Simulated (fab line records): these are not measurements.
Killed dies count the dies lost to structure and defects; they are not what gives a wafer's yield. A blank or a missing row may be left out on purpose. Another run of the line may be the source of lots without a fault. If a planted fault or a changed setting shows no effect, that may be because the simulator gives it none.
Chamber matching | flow nand-harc | NHARC_P_M1_DEP_00 on pecvd-04 has 3 sister chambers
The step deposits SiOC, target thk 182.5 nm. 16 wafers are shown with their chamber, then 8 later ones without.

## EACH WAFER AND ITS CHAMBER
wafer  | chamber | showerhead-vpp-V (V) | rf-fwd-power-W (W)
L650.2 | 2       | 1488                 | 598.5
L650.3 | 0       | 1548                 | 598.8
L650.6 | 1       | 1363                 | 597.6
L651.2 | 0       | 1547                 | 600.9
L651.4 | 0       | 1524                 | 600.2
L651.6 | 2       | 1472                 | 599.3
L654.1 | 0       | 1564                 | 598.9
L654.3 | 2       | 1507                 | 598.5
L654.5 | 2       | 1477                 | 599.8
L655.1 | 1       | 1355                 | 598.5
L655.2 | 0       | 1541                 | 599.5
L655.6 | 2       | 1508                 | 600.4
L653.1 | 2       | 1466                 | 599.1
L653.3 | 1       | 1360                 | 596.4
L653.5 | 1       | 1366                 | 599.2
L666.1 | 1       | 1357                 | 597.7

SIGNATURES (averages over the wafers above)
reading          | chamber 0 | chamber 1 | chamber 2 | scatter within a chamber
showerhead-vpp-V | 1544.80   | 1360.20   | 1486.33   | 13.9
rf-fwd-power-W   | 599.660   | 597.880   | 599.267   | 0.893
Rule: a wafer's distance from a chamber is the root of the sum, over the readings, of the square of ((its reading less the chamber's mean) divided by the reading's scatter). The wafer belongs to the nearest chamber; if the next one is less than 2 further off, it can't be placed. The scatter: take each reading less its chamber's mean, square it, sum over the shown wafers, divide by the number of wafers less the number of chambers, and take the root.

## WAFERS WHOSE CHAMBER IS MISSING
wafer  | showerhead-vpp-V (V) | rf-fwd-power-W (W)
L666.3 | 1557                 | 601.1
L666.6 | 1577                 | 601.2
L667.2 | 1518                 | 601.7
L667.4 | 1366                 | 595.8
L667.5 | 1526                 | 600.3
L668.2 | 1351                 | 600.9
L668.4 | 1374                 | 598.4
L668.6 | 1562                 | 596.2

## EACH ONE'S CHAMBER
wafer  | from the rows above     | in truth
L666.3 | 0                       | 0
L666.6 | 0                       | 0
L667.2 | can't be placed: 0 or 2 | 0
L667.4 | 1                       | 1
L667.5 | can't be placed: 0 or 2 | 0
L668.2 | 1                       | 1
L668.4 | 1                       | 1
L668.6 | 0                       | 0
Correct placement for 6 of the 8. Not placeable from these rows: 2 (in 2, the candidates include the true chamber). 0 placed wrongly.
